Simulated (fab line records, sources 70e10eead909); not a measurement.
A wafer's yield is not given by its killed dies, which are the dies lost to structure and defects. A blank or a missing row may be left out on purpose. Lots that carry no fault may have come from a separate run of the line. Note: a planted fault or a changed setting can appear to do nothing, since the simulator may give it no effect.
One fault seen from 3 desks :: flow nand_harc :: every desk sees just its own numbers, and what lay behind them comes last

## THE METROLOGY DESK
What the gauges read for every lot (on any tool): the sampled wafers with a number, averaged. If a lot's mean is further than 4 standard deviations from the usual mean, the lot is out of limits and carries the mark OUT (the distance appears in the brackets).
Columns: A = thk_nm at NHARC_P_M1_THK_MEAS_24, usual 158.0 nm
lot: L589
first seen here: day 6 20:04
A: 156.4

lot: L590
first seen here: day 7 03:20
A: 157.8

lot: L591
first seen here: day 7 14:10
A: 158.5

lot: L593
first seen here: day 8 14:35
A: 156.8

lot: L594
first seen here: day 9 03:52
A: 156.3

lot: L595
first seen here: day 9 04:48
A: 158.5

lot: L596
first seen here: day 9 16:35
A: 158.1

lot: L599
first seen here: day 11 01:28
A: 160.5

lot: L601
first seen here: day 11 22:13
A: 156.6

lot: L605
first seen here: day 13 06:56
A: 158.3

lot: L609
first seen here: day 14 20:46
A: 156.1

lot: L610
first seen here: day 15 09:59
A: 150.2 (-4.9) OUT
This desk's verdict: out of limits on L610, starting with L610 at day 15 09:59 (thk_nm at NHARC_P_M1_THK_MEAS_24). In limits: L589, L590, L591, L593, L594, L595, L596, L599, L601, L605, L609.

## DESK OF THE TOOL OWNER: cmp-01
The tool's own readings at NHARC_P_M1_CMP_23 (polishes, t overpolish 20 s, target thk 157.82 nm): means of the sampled wafers that have a number, for each lot that ran on this tool. If a lot's mean is further than 4 standard deviations from the usual mean, the lot is out of limits and carries the mark OUT (the distance appears in the brackets).
Columns: A = motor_current_A at NHARC_P_M1_CMP_23, usual 12.5 A; B = time_to_endpoint_s at NHARC_P_M1_CMP_23, usual 28.7 s
lot: L590
first seen here: day 7 03:01
A: 11.9
B: 28.8

lot: L595
first seen here: day 9 04:29
A: 12.7
B: 27.3

lot: L599
first seen here: day 11 01:08
A: 13.3
B: 29.9

lot: L609
first seen here: day 14 20:34
A: 12.8
B: 21.6

lot: L610
first seen here: day 15 09:44
A: 12.1
B: 16.8 (-4.6) OUT
This desk's verdict: out of limits on L610, starting with L610 at day 15 09:44 (time_to_endpoint_s at NHARC_P_M1_CMP_23). In limits: L590, L595, L599, L609.

## THE DEFECT DESK
Inspection counts along the route, by lot: the mean over sampled wafers that carry a number. If a lot's mean is further than 4 standard deviations from the usual mean, the lot is out of limits and carries the mark OUT (the distance appears in the brackets).
Columns: A = raw_defect_count at NHARC_P_M1_INSPECT_11, usual 5
lot: L589
first seen here: day 6 17:35
A: 14

lot: L590
first seen here: day 7 00:51
A: 4

lot: L591
first seen here: day 7 11:41
A: 2

lot: L593
first seen here: day 8 11:49
A: 5

lot: L594
first seen here: day 9 01:23
A: 3

lot: L595
first seen here: day 9 02:11
A: 3

lot: L596
first seen here: day 9 14:01
A: 6

lot: L599
first seen here: day 10 22:59
A: 4

lot: L601
first seen here: day 11 19:37
A: 4

lot: L605
first seen here: day 13 04:27
A: 5

lot: L609
first seen here: day 14 18:17
A: 4

lot: L610
first seen here: day 15 07:32
A: 10
This desk found nothing out of limits on any of the 12 lots.

## PUT TOGETHER
On L610, at day 15 09:44, an alarm was possible from the tool owner's desk.
The metrology desk could have raised an alarm at day 15 09:59, on L610.
Nothing the defect desk looked at was out of limits.
The defect desk has L610 on record, within its limits.
The lots listed all ran NHARC_P_M1_CMP_23 on cmp-01.

## WHAT WAS PUT IN BY THE SIMULATOR
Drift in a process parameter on cmp-01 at NHARC_P_M1_CMP_23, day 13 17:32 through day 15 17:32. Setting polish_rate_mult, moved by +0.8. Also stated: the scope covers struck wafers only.
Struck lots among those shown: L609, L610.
Counting hours from when the fault started, the first reading out of limits came at 40 for the tool owner's desk and at 40 for the metrology desk.
